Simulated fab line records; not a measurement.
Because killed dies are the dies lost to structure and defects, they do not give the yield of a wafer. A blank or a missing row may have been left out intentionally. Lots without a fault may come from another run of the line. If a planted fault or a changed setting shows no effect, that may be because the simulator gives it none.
Matching of chambers | flow nand harc | ald hk-01 running NHARC_A_CHANNEL_FILL_D2_ALD_25: 4 sister chambers
The step deposits SiOx, target thk 60 nm, pulse time 10 s, ald cycles 600. 8 wafers are shown with their chamber, then 9 later ones without.

WAFERS WITH THEIR CHAMBER
wafer  | chamber | heater power w (W) | precursor pulse height rel
L077.6 | 2       | 466                | 0.987
L085.2 | 2       | 476                | 0.948
L085.4 | 3       | 537                | 0.994
L088.1 | 1       | 436                | 1.015
L088.5 | 0       | 428                | 1.017
L091.2 | 3       | 540                | 0.997
L091.5 | 1       | 445                | 1.009
L091.6 | 0       | 440                | 0.987

WAFERS WITH NO CHAMBER GIVEN
wafer  | heater power w (W) | precursor pulse height rel
L093.3 | 470                | 1.000
L093.4 | 536                | 0.988
L093.1 | 437                | 1.009
L093.2 | 437                | 1.015
L093.5 | 463                | 1.016
L093.6 | 541                | 0.988
L097.1 | 437                | 0.968
L097.5 | 436                | 1.043
L097.6 | 444                | 0.959

THE CHAMBER EACH PASSED THROUGH
wafer  | from the rows above          | in truth
L093.3 | 2                            | 2
L093.4 | 3                            | 3
L093.1 | can't be placed: 1 or 0      | 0
L093.2 | can't be placed: 1 or 0      | 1
L093.5 | can't be placed: 2 or 1 or 0 | 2
L093.6 | 3                            | 3
L097.1 | can't be placed: 0 or 1      | 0
L097.5 | can't be placed: 1 or 0      | 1
L097.6 | can't be placed: 0 or 1 or 2 | 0
Placed correctly: 3 of 9. Cannot be placed on the basis of these rows: 6; the candidates contain the true chamber in 6. Placed wrongly: 0.
How it was worked out, from the rows above alone: a wafer's distance from a chamber is the root of the sum, over the readings, of the square of ((its reading less the chamber's mean) divided by the reading's scatter). If the next closest chamber is less than 2 further off than the closest, the wafer can't be placed; otherwise it belongs to the closest. Each chamber's mean is taken over the wafers shown for it. The scatter: the root of (the sum of the squares of (reading less its chamber's mean) over the shown wafers, divided by (wafers less chambers)).
